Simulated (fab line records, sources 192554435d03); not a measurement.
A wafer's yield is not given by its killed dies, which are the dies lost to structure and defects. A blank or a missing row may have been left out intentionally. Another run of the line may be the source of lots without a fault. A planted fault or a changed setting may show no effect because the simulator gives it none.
Chamber matching | flow n5-finfet | N5_BEOL_M11_ETCH_61 on rie-diel-05: 4 sister chambers
The step etches SiARC in CF4, target depth 39 nm, time 65 s. 8 wafers are shown with their chamber, then 7 later ones without.

EACH WAFER AND ITS CHAMBER
wafer  | chamber | drypump-motor-current-A (A) | showerhead-plenum-p-Torr (Torr)
L074.6 | 1       | 6.3                         | 2.18
L086.1 | 3       | 5.9                         | 2.21
L086.4 | 1       | 6.2                         | 2.17
L089.1 | 0       | 5.4                         | 2.06
L089.4 | 2       | 5.4                         | 2.19
L089.5 | 3       | 5.9                         | 2.21
L093.1 | 0       | 5.3                         | 2.05
L093.2 | 2       | 5.4                         | 2.19

WAFERS WHOSE CHAMBER IS MISSING
wafer  | drypump-motor-current-A (A) | showerhead-plenum-p-Torr (Torr)
L093.4 | 6.2                         | 2.17
L094.3 | 5.9                         | 2.20
L094.5 | 6.2                         | 2.17
L094.6 | 5.4                         | 2.19
L095.1 | 5.4                         | 2.19
L095.2 | 5.9                         | 2.20
L095.3 | 5.4                         | 2.05

THE CHAMBER EACH PASSED THROUGH
wafer  | from the rows above | in truth
L093.4 | 1                   | 1
L094.3 | 3                   | 3
L094.5 | 1                   | 1
L094.6 | 2                   | 2
L095.1 | 2                   | 2
L095.2 | 3                   | 3
L095.3 | 0                   | 0
Correct placement for 7 of the 7. Can't be placed from these rows: 0. Wrongly placed: 0.
How it was worked out, from the rows above alone: a wafer's distance from a chamber is the root of the sum, over the readings, of the square of ((its reading less the chamber's mean) divided by the reading's scatter). The wafer belongs to the nearest chamber; if the next one is less than 2 further off, it can't be placed. For every chamber, the mean is computed from those of its wafers that are shown. How the scatter is found: for the shown wafers, subtract from each reading the mean of its chamber, square and add these, divide the total by (wafers less chambers), then take the root.
